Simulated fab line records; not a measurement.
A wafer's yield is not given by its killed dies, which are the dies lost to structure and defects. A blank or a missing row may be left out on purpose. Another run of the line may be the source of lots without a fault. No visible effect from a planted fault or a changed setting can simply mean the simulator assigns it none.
fab line records	flow n5-finfet	part 1 of 2: steps 1 to 32 of 44
record: lots: 7	wafers: 19	last-day: 19
route steps=1938 shown BEOL_M11@1545
lots that met no fault: taken from a fault-free run of the same line
start-h: hours from the record's first day to the start of the lot's first wafer shown	wait-h: hours since the lot's step before	" unchanged from the row above	L1.1+2: one row covering several wafers at once	- no value, or no start given	* or withheld: withheld	< > ~ a bound
route shown NAME@n: a module of which the file shows steps, and the number in the route of the first	usual: average and standard deviation across the fault-free wafers	same: alike in all rows	chamber/n: place in a boat	sites: each site's reading	_std_site: the values' standard deviation	_edge_site: inner sites' mean taken away from outer sites' mean	radius-mm: how far each site lies from the wafer's centre	mask NAME#n: copy n	behind: the tool/chamber that last shaped the wafer	hold: the reason the lot was held/the length of the hold in hours/how it ended	device: whichever transistor did not switch (one of n, p or np)	end of line: the route-end tests of the same wafers	step lacking rows: just its recipe	killed: dies lost to structure and defects at the first sort, not the wafer's yield	map: dies across one wafer; x = killed, . = not, _ = none there
set.NAME: the setting the step ran with; set.NAME@STEP: the setting that earlier step ran with	model.NAME: the simulator's own value behind a step, which no gauge read
a table for each step, a row for each wafer; lots at some steps of the route
services: from which hour (start-h, from the record's first day; less than 0 if before it) a tool's chamber was out of use, for how many hours, and why
== steps ==
step: N5_BEOL_M11_SOFTBAKE_06
recipe: temp-c: 110	time-s: 60	resist: CAR-ArF
step: N5_BEOL_M11_EXPOSE_08
recipe: mask-id: M11	na: 1.35	source-shape: dipole	sigma-inner: 0.411	sigma-outer: 0.611	polarization: te	dose-mj: 53.75
step: N5_BEOL_M11_PEB_09
recipe: peb-temp-c: withheld	peb-time-s: 60	resist: CAR-ArF
step: N5_BEOL_M11_DEVELOP_10
recipe: develop-time-s: 30	developer: TMAH	resist: CAR-ArF	rinse-liquid: diw	dry: air-spin	dev-temp-c: 23
step: N5_BEOL_M11_CD_MEAS_11
recipe: target-cd-nm: 64.1	landing-energy-ev: 500	detector: se-inlens	polarity: opening
usual: cd-nm: 64.2/0.44
lot.wafer	tool	chamber	start-h	wait-h	cd-nm
L427.2	cd-sem-03	0	268.08	-	63.8
L427.3	"	0	"	"	64.1
L427.4	"	0	"	"	63.5
L428.2	cd-sem-01	0	300.54	-	64.4
L428.5	"	0	"	"	64.3
L428.6	"	0	"	"	64.0
L436.2	cd-sem-02	0	347.14	-	64.0
L436.4	"	0	"	"	63.8
L436.6	"	0	"	"	63.1
L437.1	cd-sem-01	0	353.46	-	63.9
L437.4	"	0	"	"	64.4
L432.1	cd-sem-03	0	364.63	-	65.2
L432.5	"	0	"	"	63.9
L442.2	cd-sem-03	0	379.55	-	63.5
L442.3	"	0	"	"	63.0
L442.5	"	0	"	"	63.8
L447.1	cd-sem-02	0	422.74	-	64.4
L447.3	"	0	"	"	64.7
L447.4	"	0	"	"	64.1
step: N5_BEOL_M11_OVL_MEAS_12
recipe: points-per-wafer: 44
usual: M11_OVL: -0.2/0.73
lot.wafer	tool	chamber	start-h	wait-h	M11_OVL[nm]
L427.2	overlay-02	0	268.11	0.0	-0.5
L427.3	"	0	"	"	-1.1
L427.4	"	0	"	"	-0.4
L428.2	overlay-02	0	300.57	0.0	0.2
L428.5	"	0	"	"	-0.2
L428.6	"	0	"	"	-0.7
L436.2	overlay-01	0	347.17	0.0	0.0
L436.4	"	0	"	"	0.6
L436.6	"	0	"	"	0.2
L437.1	overlay-02	0	353.49	0.0	0.1
L437.4	"	0	"	"	1.0
L432.1	overlay-02	0	364.66	0.0	-0.5
L432.5	"	0	"	"	0.2
L442.2	overlay-02	0	379.58	0.0	1.5
L442.3	"	0	"	"	-0.7
L442.5	"	0	"	"	0.5
L447.1	overlay-01	0	422.77	0.0	0.4
L447.3	"	0	"	"	-0.1
L447.4	"	0	"	"	-0.2
step: N5_BEOL_M11_INSPECT_13
recipe: mode: adi	inspect-instrument: brightfield
usual: raw-defect-count: 391/91
lot.wafer	tool	chamber	start-h	wait-h	raw-defect-count
L427.2	defect-inspect-01	-	268.13	0.0	297
L427.3	"	-	"	"	278
L427.4	"	-	"	"	377
L428.2	defect-inspect-01	-	300.59	0.0	350
L428.5	"	-	"	"	366
L428.6	"	-	"	"	321
L436.2	defect-inspect-01	-	347.20	0.0	553
L436.4	"	-	"	"	544
L436.6	"	-	"	"	476
L437.1	defect-inspect-01	-	353.51	0.0	448
L437.4	"	-	"	"	390
L432.1	defect-inspect-01	-	364.69	0.0	323
L432.5	"	-	"	"	251
L442.2	defect-inspect-02	-	379.60	0.0	395
L442.3	"	-	"	"	352
L442.5	"	-	"	"	324
L447.1	defect-inspect-02	-	422.80	0.0	341
L447.3	"	-	"	"	275
L447.4	"	-	"	"	360
step: N5_BEOL_M11_DESCUM_16
recipe: chemistry: O2	time-s: 7.9	source-power-w: 50	bias-power-w: 20	pressure-mtorr: 20	rf-frequency-hz: 2.712e+07	temp-c: 40	resist: CAR-ArF	o2-flow-sccm: 225
usual: drypump-motor-current-A: 5.6/0.34	oes-product-au: 0.80/0.093	rf-vpp-V: 242.9/1.5	showerhead-plenum-p-Torr: 2.07/0.086	throttle-valve-pct: 20.43/0.25
lot.wafer	tool	chamber	start-h	wait-h	drypump-motor-current-A	oes-product-au	rf-hours-counter-h	rf-vpp-V	showerhead-plenum-p-Torr	throttle-valve-pct
L427.2	rie-diel-05	0	268.17	0.0	5.8	0.95	18	242.7	2.05	20.42
L427.3	"	3	"	"	5.7	0.95	9	244.1	2.14	20.49
L427.4	"	2	"	"	5.2	0.75	171	242.0	2.00	20.99
L428.2	rie-diel-05	3	300.63	0.0	5.7	0.92	19	244.7	2.14	20.51
L428.5	"	2	"	"	5.2	0.73	-	241.6	2.00	21.00
L428.6	"	3	"	"	5.7	0.93	-	243.5	2.14	20.51
L436.2	rie-diel-02	0	347.35	0.2	5.1	0.70	217	243.1	2.16	20.24
L436.4	"	1	"	"	5.8	0.86	48	243.2	2.13	20.30
L436.6	"	1	"	"	5.8	0.86	-	245.0	2.13	20.31
L437.1	rie-diel-06	3	353.54	0.0	5.7	0.99	3	242.7	2.04	20.48
L437.4	"	0	"	"	5.9	0.69	240	241.8	1.97	20.66
L432.1	rie-diel-05	0	364.72	0.0	5.9	0.89	45	242.8	2.04	20.48
L432.5	"	1	"	"	5.4	0.70	-	243.3	2.07	20.42
L442.2	rie-diel-02	0	380.05	0.4	5.1	0.70	227	244.8	2.15	20.23
L442.3	"	1	"	"	5.8	0.85	58	244.8	2.12	20.32
L442.5	"	3	"	"	5.2	0.76	-	239.4	1.91	20.41
L447.1	rie-diel-06	0	423.11	0.3	5.9	1.00	5	244.3	2.23	20.26
L447.3	"	1	"	"	5.6	0.82	87	241.7	2.02	20.54
L447.4	"	3	"	"	5.7	0.92	27	242.6	2.03	20.49
step: N5_BEOL_M11_ETCH_61
recipe: chemistry: CF4	target: SiARC	target-depth-a: 390	mask-material: CAR-ArF	time-s: 65	ion-energy-ev: 80	pressure-mtorr: 40	source-w: 545	bias-w: 36	Ar_flow_sccm: 100	cf4-flow-sccm: 100	ends: cleared
step: N5_BEOL_M11_ETCH_62
recipe: chemistry: N2/H2	target: SOC	target-depth-a: 1100	overetch-a: 220	mask-material: SiARC	temp-c: 40	time-s: 165	ion-energy-ev: 200	pressure-mtorr: 30	source-w: 840	bias-w: 150	n2-flow-sccm: 200	h2-flow-sccm: 200
step: N5_BEOL_M11_STRIP_68
recipe: chemistry: N2/H2	temp-c: 40	n2-flow-sccm: 200	h2-flow-sccm: 200	rf-frequency-hz: 6e+07
step: N5_BEOL_M11_STRIP_67
recipe: chemistry: CF4	resist: SiARC	power-w: 300	bias-power-w: 75	pressure-mtorr: 50	cf4-flow-sccm: 150	rf-frequency-hz: 6e+07
usual: drypump-motor-current-A: 5.6/0.34	oes-product-au: 0.80/0.091	rf-vpp-V: 270.7/1.7	showerhead-plenum-p-Torr: 1.78/0.068	throttle-valve-pct: 13.62/0.23
lot.wafer	tool	chamber	start-h	wait-h	drypump-motor-current-A	oes-product-au	rf-hours-counter-h	rf-vpp-V	showerhead-plenum-p-Torr	throttle-valve-pct
L427.2	rie-diel-05	0	268.40	0.0	5.9	0.94	18	270.6	1.76	13.46
L427.3	"	3	"	"	5.7	0.94	9	271.6	1.83	13.53
L427.4	"	2	"	"	5.2	0.75	171	269.6	1.72	14.07
L428.2	rie-diel-05	3	300.86	0.0	5.7	0.92	19	271.9	1.83	13.53
L428.5	"	2	"	"	5.2	0.73	-	269.4	1.72	14.10
L428.6	"	3	"	"	5.7	0.91	-	272.8	1.83	13.56
L436.2	rie-diel-02	0	347.58	0.0	5.1	0.72	217	272.9	1.85	13.55
L436.4	"	1	"	"	5.8	0.87	48	271.9	1.83	13.42
L436.6	"	1	"	"	5.8	0.86	-	270.2	1.83	13.41
L437.1	rie-diel-06	3	353.78	0.0	5.7	0.97	3	271.7	1.76	13.59
L437.4	"	0	"	"	5.9	0.70	240	269.0	1.70	13.92
L432.1	rie-diel-05	0	364.95	0.0	5.9	0.90	45	270.7	1.75	13.51
L432.5	"	1	"	"	5.3	0.70	-	272.3	1.79	13.68
L442.2	rie-diel-02	0	380.28	0.0	5.1	0.71	227	272.6	1.85	13.58
L442.3	"	1	"	"	5.8	0.85	58	271.4	1.82	13.44
L442.5	"	3	"	"	5.2	0.75	-	269.3	1.66	13.69
L447.1	rie-diel-06	0	423.34	0.0	5.9	0.98	5	273.4	1.91	13.36
L447.3	"	1	"	"	5.6	0.82	87	270.0	1.74	13.67
L447.4	"	3	"	"	5.7	0.91	27	270.0	1.76	13.63
step: N5_BEOL_M11_HM_OPEN_17
recipe: chemistry: Cl2/BCl3	target-depth-a: 200	overetch-a: 60	target: TiN	mask-material: SOC	ion-energy-ev: 150	pressure-mtorr: 10	icp-w: 1000	bias-w: 126	Cl2_flow_sccm: 53.25	bcl3-flow-sccm: 21.75	Ar_flow_sccm: 25
usual: drypump-motor-current-A: 5.8/0.52	oes-product-au: 0.68/0.061	throttle-valve-pct: 21.99/0.21
lot.wafer	tool	chamber	start-h	wait-h	drypump-motor-current-A	oes-product-au	rf-hours-counter-h	throttle-valve-pct	model.etch.depth-nm	model.SOC_of_BEOL_M11_COAT_59.thk-nm
L427.2	rie-metal-01	0	268.44	0.0	6.1	0.75	9	21.91	20.07	91.4
L427.3	"	1	"	"	5.2	0.55	-	22.19	20.05	91.6
L427.4	"	0	"	"	6.2	0.76	-	21.93	19.89	91
L428.2	rie-metal-02	0	300.90	0.0	6.2	0.63	46	21.95	20.14	91.4
L428.5	"	1	"	"	6.2	0.64	-	21.92	20.08	91.8
L428.6	"	0	"	"	6.2	0.64	-	21.95	20.01	91.8
L436.2	rie-metal-02	0	347.62	0.0	6.2	0.63	50	21.98	20.1	93
L436.4	"	1	"	"	6.2	0.64	-	21.91	20.01	92.4
L436.6	"	1	"	"	6.2	0.58	-	22.03	16.92	95
L437.1	rie-metal-02	0	353.82	0.0	6.2	0.57	51	22.09	16.36	95
L437.4	"	1	"	"	6.2	0.63	-	21.92	19.9	91.8
L432.1	rie-metal-02	0	364.99	0.0	6.2	0.56	51	22.09	16.33	95.4
L432.5	"	0	"	"	6.2	0.62	-	21.98	19.81	92.8
L442.2	rie-metal-01	1	380.32	0.0	5.1	0.79	3	22.00	19.67	92.2
L442.3	"	0	"	"	6.1	0.70	-	21.95	19.82	92
L442.5	"	0	"	"	6.1	0.70	-	21.94	19.74	92.2
L447.1	rie-metal-03	1	423.38	0.0	5.5	0.70	32	22.43	20.11	92.8
L447.3	"	1	"	"	5.5	0.69	-	22.43	20.1	92.6
L447.4	"	0	"	"	4.9	0.72	-	21.68	20.13	92.4
step: N5_BEOL_M11_STRIP_19
recipe: chemistry: O2	power-w: 400	temp-c: 40	pressure-mtorr: 30	rf-frequency-hz: 6e+07	bias-power-w: 0	overash-fraction: 0.2	o2-flow-sccm: 225
step: N5_BEOL_M11_CD_MEAS_18
recipe: pitch-nm: 140	target-cd-nm: 70
usual: cd-nm: 70.0/0.5
lot.wafer	tool	chamber	start-h	wait-h	cd-nm
L427.2	cd-sem-02	-	268.65	0.1	70.2
L427.3	"	-	"	"	69.9
L427.4	"	-	"	"	69.5
L428.2	cd-sem-02	-	301.08	0.1	70.5
L428.5	"	-	"	"	70.8
L428.6	"	-	"	"	69.7
L436.2	cd-sem-03	-	347.84	0.1	70.4
L436.4	"	-	"	"	69.5
L436.6	"	-	"	"	69.4
L437.1	cd-sem-03	-	354.00	0.0	69.8
L437.4	"	-	"	"	69.6
L432.1	cd-sem-03	-	365.39	0.0	70.3
L432.5	"	-	"	"	69.8
L442.2	cd-sem-02	-	380.55	0.1	69.5
L442.3	"	-	"	"	69.6
L442.5	"	-	"	"	69.8
L447.1	cd-sem-01	-	423.63	0.0	70.0
L447.3	"	-	"	"	70.1
L447.4	"	-	"	"	70.0
step: N5_BEOL_M11_COAT_63
recipe: resist: SOC	temp-c: 250	time-s: 60	spin-rpm: 1500	resist-thk-nm: 100
step: N5_BEOL_M11_COAT_64
recipe: resist: SiARC	temp-c: 220	time-s: 60	spin-rpm: 1500	resist-thk-nm: 30
step: N5_BEOL_M11_COAT_22
recipe: resist: CAR-ArF	spin-rpm: 1500	resist-thk-nm: 90
step: N5_BEOL_M11_EBR_24
recipe: solvent: PGMEA	ebr-width-mm: 1.5
step: N5_BEOL_M11_SOFTBAKE_23
recipe: temp-c: 110	time-s: 60	resist: CAR-ArF
step: N5_BEOL_M11_EXPOSE_25
recipe: mask-id: V10	na: 1.35	source-shape: annular	sigma-inner: 0.5	sigma-outer: 0.8	polarization: unpolarized	dose-mj: 85.5
step: N5_BEOL_M11_PEB_26
recipe: peb-temp-c: withheld	peb-time-s: 60	resist: CAR-ArF
step: N5_BEOL_M11_DEVELOP_27
recipe: develop-time-s: 30	developer: TMAH	resist: CAR-ArF	rinse-liquid: diw	dry: air-spin	dev-temp-c: 23
step: N5_BEOL_M11_CD_MEAS_28
recipe: target-cd-nm: 70	landing-energy-ev: 500	detector: se-inlens	polarity: opening
usual: cd-nm: 70.3/0.74
lot.wafer	tool	chamber	start-h	wait-h	cd-nm
L427.2	cd-sem-01	0	270.80	-	71.1
L427.3	"	0	"	"	70.9
L427.4	"	0	"	"	70.2
L428.2	cd-sem-01	0	302.05	-	69.4
L428.5	"	0	"	"	69.1
L428.6	"	0	"	"	68.0
L436.2	cd-sem-03	0	349.56	-	70.4
L436.4	"	0	"	"	70.7
L436.6	"	0	"	"	70.9
L437.1	cd-sem-02	0	354.43	-	69.3
L437.4	"	0	"	"	70.6
L432.1	cd-sem-03	0	365.74	-	71.4
L432.5	"	0	"	"	71.9
L442.2	cd-sem-01	0	383.03	-	69.1
L442.3	"	0	"	"	70.1
L442.5	"	0	"	"	70.6
L447.1	cd-sem-03	0	425.19	-	70.5
L447.3	"	0	"	"	70.0
L447.4	"	0	"	"	69.7
step: N5_BEOL_M11_OVL_MEAS_29
recipe: points-per-wafer: 44
usual: V10_OVL: 0.3/0.8
lot.wafer	tool	chamber	start-h	wait-h	V10_OVL[nm]
L427.2	overlay-02	0	270.83	0.0	1.0
L427.3	"	0	"	"	0.5
L427.4	"	0	"	"	0.0
L428.2	overlay-02	0	302.08	0.0	-0.1
L428.5	"	0	"	"	0.6
L428.6	"	0	"	"	-1.1
L436.2	overlay-01	0	349.59	0.0	-0.2
L436.4	"	0	"	"	-0.2
L436.6	"	0	"	"	-0.2
L437.1	overlay-01	0	354.46	0.0	-0.1
L437.4	"	0	"	"	-1.3
L432.1	overlay-01	0	365.77	0.0	0.2
L432.5	"	0	"	"	-0.8
L442.2	overlay-02	0	383.06	0.0	1.3
L442.3	"	0	"	"	1.1
L442.5	"	0	"	"	1.6
L447.1	overlay-02	0	425.22	0.0	-0.4
L447.3	"	0	"	"	-1.9
L447.4	"	0	"	"	-0.6
step: N5_BEOL_M11_INSPECT_30
recipe: mode: adi	inspect-instrument: brightfield
usual: raw-defect-count: 394/85
lot.wafer	tool	chamber	start-h	wait-h	raw-defect-count
L427.2	defect-inspect-01	-	270.85	0.0	300
L427.3	"	-	"	"	274
L427.4	"	-	"	"	361
L428.2	defect-inspect-01	-	302.11	0.0	371
L428.5	"	-	"	"	376
L428.6	"	-	"	"	316
L436.2	defect-inspect-01	-	349.61	0.0	543
L436.4	"	-	"	"	558
L436.6	"	-	"	"	448
L437.1	defect-inspect-01	-	354.49	0.0	442
L437.4	"	-	"	"	410
L432.1	defect-inspect-01	-	365.80	0.0	303
L432.5	"	-	"	"	271
L442.2	defect-inspect-02	-	383.09	0.0	425
L442.3	"	-	"	"	346
L442.5	"	-	"	"	333
L447.1	defect-inspect-02	-	425.25	0.0	357
L447.3	"	-	"	"	281
L447.4	"	-	"	"	365
step: N5_BEOL_M11_DESCUM_33
recipe: chemistry: O2	time-s: 7.9	source-power-w: 50	bias-power-w: 20	pressure-mtorr: 20	rf-frequency-hz: 2.712e+07	temp-c: 40	resist: CAR-ArF	o2-flow-sccm: 225
step: N5_BEOL_M11_ETCH_65
recipe: chemistry: CF4	target: SiARC	target-depth-a: 390	mask-material: CAR-ArF	time-s: 65	ion-energy-ev: 80	pressure-mtorr: 40	source-w: 545	bias-w: 36	Ar_flow_sccm: 100	cf4-flow-sccm: 100	ends: cleared
step: N5_BEOL_M11_ETCH_66
recipe: chemistry: N2/H2	target: SOC	target-depth-a: 1200	overetch-a: 240	mask-material: SiARC	temp-c: 40	time-s: 180	ion-energy-ev: 200	pressure-mtorr: 30	source-w: 840	bias-w: 150	n2-flow-sccm: 200	h2-flow-sccm: 200
usual: drypump-motor-current-A: 5.5/0.35	n2-flow-sccm: 200.0/0.68	oes-product-au: 0.63/0.066	rf-vpp-V: 523.3/2.8	showerhead-plenum-p-Torr: 2.52/0.1	throttle-valve-pct: 17.90/0.28
lot.wafer	tool	chamber	start-h	wait-h	drypump-motor-current-A	n2-flow-sccm	oes-product-au	rf-hours-counter-h	rf-vpp-V	showerhead-plenum-p-Torr	throttle-valve-pct
L427.2	rie-diel-05	0	271.28	0.0	5.9	201.4	0.76	18	522.6	2.50	17.83
L427.3	"	3	"	"	5.7	200.8	0.76	10	525.1	2.60	17.92
L427.4	"	1	"	"	5.3	199.7	0.58	176	524.3	2.53	17.74
L428.2	rie-diel-06	1	302.23	0.0	5.6	200.1	0.70	44	521.4	2.48	17.93
L428.5	"	0	"	"	5.9	199.7	0.57	-	520.8	2.41	18.17
L428.6	"	1	"	"	5.6	199.7	0.70	-	522.4	2.48	17.93
L436.2	rie-diel-05	1	349.73	0.0	5.4	200.2	0.57	196	524.1	2.52	17.75
L436.4	"	2	"	"	5.2	200.1	0.58	193	522.6	2.43	18.52
L436.6	"	3	"	"	5.7	197.9	0.72	-	525.0	2.59	17.95
L437.1	rie-diel-05	2	354.73	0.0	5.2	200.3	0.58	195	521.9	2.43	18.54
L437.4	"	0	"	"	5.9	201.1	0.72	42	522.4	2.49	17.86
L432.1	rie-diel-05	1	366.04	0.0	5.3	200.1	0.57	201	523.4	2.52	17.78
L432.5	"	2	"	"	5.2	201.0	0.58	-	520.5	2.43	18.52
L442.2	rie-diel-02	3	383.21	0.0	5.2	199.7	0.61	162	517.0	2.33	17.78
L442.3	"	2	"	"	6.1	199.6	0.58	198	526.7	2.63	17.67
L442.5	"	3	"	"	5.2	199.8	0.60	-	519.4	2.33	17.79
L447.1	rie-diel-02	2	425.36	0.0	6.1	199.6	0.57	215	526.1	2.62	17.70
L447.3	"	3	"	"	5.1	199.3	0.60	179	518.7	2.32	17.80
L447.4	"	1	"	"	5.8	200.4	0.68	64	526.0	2.58	17.81
step: N5_BEOL_M11_STRIP_69
recipe: chemistry: N2/H2	temp-c: 40	n2-flow-sccm: 200	h2-flow-sccm: 200	rf-frequency-hz: 6e+07
step: N5_BEOL_M11_VIA_ETCH_34
recipe: chemistry: C4F6/O2	target: SiCOH_lowk	target-depth-a: 1845	mask-material: SOC	taper-deg: 4	time-s: 69.2	ion-energy-ev: 250	pressure-mtorr: 30	source-w: 345	bias-w: 185	Ar_flow_sccm: 300	C4F6_flow_sccm: 10	O2_flow_sccm: 10
usual: O2_flow_sccm: 10.00/0.032	drypump-motor-current-A: 5.5/0.35	oes-product-au: 0.78/0.084	rf-vpp-V: 666/9.1	showerhead-plenum-p-Torr: 2.82/0.11	throttle-valve-pct: 20.95/0.25
lot.wafer	tool	chamber	start-h	wait-h	O2_flow_sccm	drypump-motor-current-A	oes-product-au	rf-hours-counter-h	rf-vpp-V	showerhead-plenum-p-Torr	throttle-valve-pct
L427.2	rie-diel-05	0	271.40	0.0	9.97	5.9	0.94	19	675	2.81	20.97
L427.3	"	3	"	"	9.95	5.7	0.95	10	670	2.91	21.04
L427.4	"	1	"	"	10.03	5.3	0.72	176	656	2.82	20.76
L428.2	rie-diel-06	1	302.35	0.0	9.99	5.6	0.87	44	654	2.78	21.01
L428.5	"	0	"	"	10.05	5.9	0.70	-	664	2.71	21.16
L428.6	"	1	"	"	9.95	5.6	0.87	-	654	2.78	20.98
L436.2	rie-diel-05	1	349.86	0.0	10.05	5.4	0.71	196	656	2.81	20.79
L436.4	"	2	"	"	10.04	5.2	0.72	193	656	2.71	21.44
L436.6	"	3	"	"	10.00	5.7	0.44	-	668	2.90	20.91
L437.1	rie-diel-05	2	354.85	0.0	10.07	5.2	0.33	195	658	2.71	21.30
L437.4	"	0	"	"	10.06	5.9	0.88	42	677	2.80	21.01
L432.1	rie-diel-05	1	366.17	0.0	9.98	5.3	0.31	201	656	2.81	20.67
L432.5	"	2	"	"	9.95	5.2	0.71	-	659	2.71	21.45
L442.2	rie-diel-02	3	383.33	0.0	9.96	5.2	0.74	162	655	2.62	20.92
L442.3	"	2	"	"	9.97	6.0	0.71	198	678	2.94	20.65
L442.5	"	3	"	"	9.97	5.2	0.75	-	655	2.62	20.91
L447.1	rie-diel-02	2	425.49	0.0	10.04	6.1	0.71	215	678	2.94	20.68
L447.3	"	3	"	"	10.05	5.2	0.75	179	654	2.61	20.95
L447.4	"	1	"	"	10.06	5.8	0.84	64	666	2.89	20.85
step: N5_BEOL_M11_STRIP_73
recipe: chemistry: C4F6/O2	resist: SiARC	rf-frequency-hz: 6e+07
== key ==
first-sign: step: N5_BEOL_M11_VIA_ETCH_34	reading: oes-product-au	direction: down	sigmas: 5	usual: 0.78	struck: 0.36
effect: step: N5_BEOL_M11_OCD_MEAS_38	reading: trench-depth-nm	direction: down	sigmas: 80	usual: 148.5	struck: 20.3
effect: step: N5_BEOL_M11_THK_MEAS_53	reading: M11_THK	direction: missing
effect: step: N5_BEOL_M11_RS_MEAS_57	reading: M11_RS	direction: missing
model-effect: step: N5_BEOL_M11_HM_OPEN_17	value: etch.depth-nm	without: 19.99	struck: 16.54
met-at N5_BEOL_M11_HM_OPEN_17
struck-wafers L432.1,L436.6,L437.1
later-rows-left-out L432.1,L436.6,L437.1
sort-left-out L432.1,L436.6,L437.1
onset-between 300.90 347.62
fault: kind: process-parameter-drift	tool: rie-metal-02	chamber: -	onset-h: 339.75	steps: N5_BEOL_M11_HM_OPEN_17	channel: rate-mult	offset: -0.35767	shape: step	end-h: 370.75	scope: struck-wafers-only
sort-left-out: the simulated sort isn't trusted on such a fault, so these wafers' sort isn't shown, and their yield isn't known
later-rows-left-out: the simulator's readings of these wafers behind a module that went badly wrong aren't trusted and aren't shown, but for the sort
